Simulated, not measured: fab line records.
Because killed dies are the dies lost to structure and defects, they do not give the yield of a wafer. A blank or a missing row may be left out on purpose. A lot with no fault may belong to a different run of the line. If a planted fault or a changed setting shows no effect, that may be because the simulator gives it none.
Chamber matching + flow n5_finfet + 3 sister chambers for N5_BEOL_M4_ILD_DEP_00 on pecvd-03
The step deposits SiOC from DEMS/O2, target thk 79 nm, time 15.3 s. 14 wafers are shown with their chamber, then 7 later ones without.

## EACH WAFER AND ITS CHAMBER
| wafer  | chamber | heater_power_w (W) | showerhead_plenum_p_Torr (Torr) | throttle_valve_pct (%) |
|--------|---------|--------------------|---------------------------------|------------------------|
| L075.2 | 0       | 492                | 5.681                           | 11.5                   |
| L075.4 | 1       | 473                | 5.668                           | 11.5                   |
| L075.5 | 2       | 674                | 5.674                           | 11.3                   |
| L084.3 | 2       | 630                | 5.693                           | 11.4                   |
| L084.5 | 0       | 528                | 5.669                           | 11.7                   |
| L084.6 | 2       | 621                | 5.714                           | 11.2                   |
| L089.2 | 1       | 474                | 5.676                           | 11.7                   |
| L089.3 | 2       | 663                | 5.680                           | 11.4                   |
| L089.5 | 2       | 535                | 5.696                           | 11.5                   |
| L087.1 | 1       | 498                | 5.675                           | 11.3                   |
| L087.2 | 0       | 549                | 5.685                           | 11.9                   |
| L087.5 | 1       | 501                | 5.682                           | 11.6                   |
| L091.2 | 0       | 523                | 5.674                           | 11.4                   |
| L091.4 | 1       | 393                | 5.674                           | 11.6                   |

SIGNATURES (means of the wafers above)
| reading                  | chamber 0 | chamber 1 | chamber 2 | scatter within a chamber |
|--------------------------|-----------|-----------|-----------|--------------------------|
| heater_power_w           | 523.00    | 467.80    | 624.60    | 44                       |
| showerhead_plenum_p_Torr | 5.67725   | 5.67500   | 5.69140   | 0.0105                   |
| throttle_valve_pct       | 11.625    | 11.540    | 11.360    | 0.163                    |
Rule: distance of a wafer from a chamber = root of the sum over the readings of ((wafer's reading minus chamber's mean) / reading's scatter) squared. If the next closest chamber is less than 2 further off than the closest, the wafer can't be placed; otherwise it belongs to the closest. The scatter: take each reading less its chamber's mean, square it, sum over the shown wafers, divide by the number of wafers less the number of chambers, and take the root.

## WAFERS WITHOUT THEIR CHAMBER
| wafer  | heater_power_w (W) | showerhead_plenum_p_Torr (Torr) | throttle_valve_pct (%) |
|--------|--------------------|---------------------------------|------------------------|
| L091.6 | 525                | 5.672                           | 12.0                   |
| L094.1 | 558                | 5.687                           | 11.7                   |
| L094.2 | 464                | 5.690                           | 11.7                   |
| L094.6 | 427                | 5.684                           | 11.6                   |
| L097.1 | 514                | 5.689                           | 11.6                   |
| L097.2 | 627                | 5.684                           | 11.5                   |
| L097.4 | 521                | 5.677                           | 11.8                   |

## THE CHAMBER EACH PASSED THROUGH
| wafer  | from the rows above          | in truth |
|--------|------------------------------|----------|
| L091.6 | can't be placed: 0 or 1      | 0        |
| L094.1 | can't be placed: 0 or 1 or 2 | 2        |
| L094.2 | can't be placed: 1 or 0      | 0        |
| L094.6 | can't be placed: 1 or 0      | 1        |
| L097.1 | can't be placed: 0 or 1 or 2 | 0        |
| L097.2 | can't be placed: 2 or 0      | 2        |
| L097.4 | can't be placed: 0 or 1      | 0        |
Correct placement for 0 of the 7. These rows do not allow placing 7 (true chamber among the candidates in 7). 0 placed wrongly.
